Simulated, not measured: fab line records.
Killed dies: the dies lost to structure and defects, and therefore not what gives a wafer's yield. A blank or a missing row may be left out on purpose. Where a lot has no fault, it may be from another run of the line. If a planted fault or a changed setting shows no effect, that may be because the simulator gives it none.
Matching of chambers + flow n5_finfet + rie_diel-02 running N5_BEOL_M2_ETCH_77: 4 sister chambers
The step etches underlayer in N2/H2, target depth 6.5 nm, time 5.2 s. 8 wafers are shown with their chamber, then 12 later ones without.

== WAFERS, EACH WITH ITS CHAMBER ==
| wafer  | chamber | drypump_motor_current_A (A) | showerhead_plenum_p_Torr (Torr) |
|--------|---------|-----------------------------|---------------------------------|
| L090.3 | 2       | 5.3                         | 2.40                            |
| L090.4 | 1       | 5.2                         | 2.55                            |
| L090.6 | 1       | 5.2                         | 2.54                            |
| L091.5 | 3       | 5.1                         | 2.64                            |
| L091.6 | 0       | 6.2                         | 2.42                            |
| L093.2 | 0       | 6.1                         | 2.42                            |
| L093.3 | 2       | 5.3                         | 2.39                            |
| L093.4 | 3       | 5.1                         | 2.64                            |

== WAFERS WITH NO CHAMBER GIVEN ==
| wafer  | drypump_motor_current_A (A) | showerhead_plenum_p_Torr (Torr) |
|--------|-----------------------------|---------------------------------|
| L095.2 | 6.2                         | 2.42                            |
| L095.5 | 5.3                         | 2.39                            |
| L095.6 | 5.2                         | 2.54                            |
| L094.3 | 5.3                         | 2.39                            |
| L094.5 | 6.2                         | 2.42                            |
| L094.6 | 5.2                         | 2.54                            |
| L096.1 | 5.2                         | 2.54                            |
| L096.2 | 5.1                         | 2.64                            |
| L096.5 | 5.2                         | 2.54                            |
| L097.3 | 5.1                         | 2.63                            |
| L097.4 | 6.1                         | 2.42                            |
| L097.5 | 6.1                         | 2.42                            |

== WHICH CHAMBER EACH ONE RAN IN ==
| wafer  | from the rows above | in truth |
|--------|---------------------|----------|
| L095.2 | 0                   | 0        |
| L095.5 | 2                   | 2        |
| L095.6 | 1                   | 1        |
| L094.3 | 2                   | 2        |
| L094.5 | 0                   | 0        |
| L094.6 | 1                   | 1        |
| L096.1 | 1                   | 1        |
| L096.2 | 3                   | 3        |
| L096.5 | 1                   | 1        |
| L097.3 | 3                   | 3        |
| L097.4 | 0                   | 0        |
| L097.5 | 0                   | 0        |
12 of 12 placed correctly. Left unplaced by these rows: 0. Placed wrongly: 0.
How it was worked out, from the rows above alone: a wafer's distance from a chamber is the root of the sum, over the readings, of the square of ((its reading less the chamber's mean) divided by the reading's scatter). The wafer belongs to the nearest chamber; if the next one is less than 2 further off, it can't be placed. For every chamber, the mean is computed from those of its wafers that are shown. The scatter: take each reading less its chamber's mean, square it, sum over the shown wafers, divide by the number of wafers less the number of chambers, and take the root.
